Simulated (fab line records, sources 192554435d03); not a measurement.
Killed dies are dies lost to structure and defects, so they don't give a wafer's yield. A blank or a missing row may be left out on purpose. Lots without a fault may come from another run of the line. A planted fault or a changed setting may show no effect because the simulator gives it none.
Chamber matching | flow n5_finfet | N5_BEOL_M0_PRE_CLEAN_131 on cvd_co-02: 3 sister chambers
The step time 15 s. 30 wafers are shown with their chamber, then 12 later ones without.

WAFERS WITH THEIR CHAMBER
wafer  | chamber | heater_power_w (W) | rf_fwd_power_W (W)
L076.1 | 0       | 65                 | 294.2
L076.3 | 0       | 66                 | 293.5
L076.5 | 0       | 67                 | 293.2
L077.1 | 0       | 66                 | 292.2
L077.4 | 1       | 74                 | 297.6
L077.5 | 0       | 66                 | 292.6
L080.3 | 2       | 76                 | 300.0
L080.5 | 2       | 73                 | 299.1
L080.6 | 1       | 77                 | 298.5
L082.1 | 1       | 78                 | 298.0
L082.4 | 0       | 67                 | 295.2
L082.5 | 1       | 75                 | 297.8
L085.1 | 1       | 77                 | 298.7
L085.3 | 2       | 73                 | 296.2
L085.6 | 2       | 73                 | 297.8
L086.1 | 2       | 76                 | 299.1
L086.3 | 1       | 75                 | 298.5
L086.4 | 2       | 72                 | 299.9
L088.3 | 0       | 68                 | 295.1
L088.4 | 1       | 78                 | 296.5
L088.5 | 0       | 67                 | 296.2
L087.1 | 0       | 67                 | 294.4
L087.2 | 1       | 75                 | 299.4
L087.5 | 0       | 67                 | 295.5
L089.2 | 0       | 67                 | 294.8
L089.3 | 2       | 74                 | 297.0
L089.5 | 1       | 76                 | 297.2
L091.2 | 0       | 65                 | 292.9
L091.5 | 2       | 74                 | 297.3
L091.6 | 0       | 67                 | 293.9

SIGNATURES (means of the wafers above)
reading        | chamber 0 | chamber 1 | chamber 2 | scatter within a chamber
heater_power_w | 66.54     | 76.11     | 73.88     | 1.23
rf_fwd_power_W | 294.131   | 298.022   | 298.300   | 1.18
Rule: a wafer's distance from a chamber is the root of the sum, over the readings, of the square of ((its reading less the chamber's mean) divided by the reading's scatter). The wafer belongs to the nearest chamber; if the next one is less than 2 further off, it can't be placed. The scatter: the root of (the sum of the squares of (reading less its chamber's mean) over the shown wafers, divided by (wafers less chambers)).

WAFERS WITHOUT THEIR CHAMBER
wafer  | heater_power_w (W) | rf_fwd_power_W (W)
L094.3 | 68                 | 293.2
L094.4 | 67                 | 294.4
L094.5 | 77                 | 298.5
L095.1 | 76                 | 296.4
L095.4 | 72                 | 298.0
L095.6 | 67                 | 293.3
L096.2 | 78                 | 296.3
L096.3 | 74                 | 297.7
L096.4 | 74                 | 298.9
L097.1 | 78                 | 296.3
L097.3 | 69                 | 293.9
L097.6 | 74                 | 296.4

WHICH CHAMBER EACH WENT THROUGH
wafer  | from the rows above     | in truth
L094.3 | 0                       | 0
L094.4 | 0                       | 0
L094.5 | can't be placed: 1 or 2 | 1
L095.1 | can't be placed: 1 or 2 | 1
L095.4 | can't be placed: 2 or 1 | 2
L095.6 | 0                       | 0
L096.2 | can't be placed: 1 or 2 | 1
L096.3 | can't be placed: 2 or 1 | 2
L096.4 | can't be placed: 2 or 1 | 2
L097.1 | can't be placed: 1 or 2 | 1
L097.3 | 0                       | 0
L097.6 | can't be placed: 2 or 1 | 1
Placed correctly: 4 of 12. Can't be placed from these rows: 8 (the true chamber is among the candidates in 8). Placed wrongly: 0.
